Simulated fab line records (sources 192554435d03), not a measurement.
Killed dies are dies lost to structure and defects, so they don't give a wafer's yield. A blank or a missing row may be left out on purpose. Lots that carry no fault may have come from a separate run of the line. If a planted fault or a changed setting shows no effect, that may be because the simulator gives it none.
3 desks, one fault | flow n5 finfet | every desk sees just its own numbers, and what lay behind them comes last

## THE DEFECT DESK
Lot by lot, what the route's inspections counted, given as the mean of those sampled wafers with a number. The brackets show how far a lot's mean lies from the usual mean; more than 4 standard deviations puts the lot out of limits, marked OUT.
Columns: A = raw defect count at N5_BEOL_M6_INSPECT_58, usual 82; B = raw defect count at N5_BEOL_M7_INSPECT_13, usual 444
lot  | first seen here | A   | B
L602 | day 8 20:35     | 77  | 520
L605 | day 10 14:32    | 120 | 581
L608 | day 11 18:10    | 59  | 370
L612 | day 12 20:10    | 62  | 342
L617 | day 14 00:46    | 53  | 384
L621 | day 14 15:47    | 79  | 404
Result from this desk: across the 6 lots, nothing is out of limits.

## METROLOGY DESK
What the gauges read for every lot (on any tool): the sampled wafers with a number, averaged. The brackets show how far a lot's mean lies from the usual mean; more than 4 standard deviations puts the lot out of limits, marked OUT.
Columns: A = M6_THK at N5_BEOL_M6_THK_MEAS_53, usual 81.5 nm; B = M6_RS at N5_BEOL_M6_RS_MEAS_57, usual 0.285 ohm/sq; C = M7_ILD_THK at N5_BEOL_M7_THK_MEAS_01, usual 155.5 nm; D = cd nm at N5_BEOL_M7_CD_MEAS_11, usual 38.5 nm; E = M7_OVL at N5_BEOL_M7_OVL_MEAS_12, usual -0.2 nm
lot  | first seen here | A    | B     | C     | D    | E
L602 | day 8 20:26     | 79.3 | 0.295 | 156.0 | 38.2 | 0.4
L605 | day 10 14:23    | 81.6 | 0.284 | 156.2 | 38.7 | -0.0
L608 | day 11 18:01    | 82.5 | 0.278 | 155.8 | 38.0 | 0.3
L612 | day 12 20:00    | 81.6 | 0.281 | 153.9 | 39.1 | -0.7
L617 | day 14 00:36    | 79.5 | 0.293 | 157.0 | 39.2 | 0.2
L621 | day 14 15:38    | 80.2 | 0.289 | 153.0 | 38.4 | -1.3
Result from this desk: across the 6 lots, nothing is out of limits.

## AT THE TOOL OWNER'S DESK: litho track-05
The tool's own readings at N5_BEOL_M7_COAT_05 (resist thk 90 nm): means of the sampled wafers that have a number, for each lot that ran on this tool. The brackets show how far a lot's mean lies from the usual mean; more than 4 standard deviations puts the lot out of limits, marked OUT.
Columns: A = spin speed rpm at N5_BEOL_M7_COAT_05, usual 1500.1 rpm
lot  | first seen here | A
L602 | day 8 22:56     | 1500.8
L608 | day 11 21:04    | 1500.3
L617 | day 14 02:10    | 1549.8 (+41) OUT
L621 | day 14 17:08    | 1550.6 (+42) OUT
Finding of this desk: L617, L621 out of limits; the first was L617 at day 14 02:10, on spin speed rpm at N5_BEOL_M7_COAT_05. Within limits: L602, L608.

## PUT TOGETHER
At day 14 02:10, on L617, L621, the tool owner's desk was in a position to raise an alarm.
Nothing the defect desk looked at was out of limits.
At the metrology desk, nothing out of limits was observed.
The defect desk has L617, L621 on record, within its limits.
The metrology desk holds a record of L617, L621, inside its limits.
N5_BEOL_M7_COAT_05 was run on litho track-05 by each of the lots named.

## WHAT THE SIMULATOR HAD INSERTED
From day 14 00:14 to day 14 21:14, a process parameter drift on litho track-05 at N5_BEOL_M7_COAT_05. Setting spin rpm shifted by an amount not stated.
Struck lots among those shown: L617, L621.
Delay in hours, fault start to first out-of-limits reading, by desk: the tool owner's desk at 2.
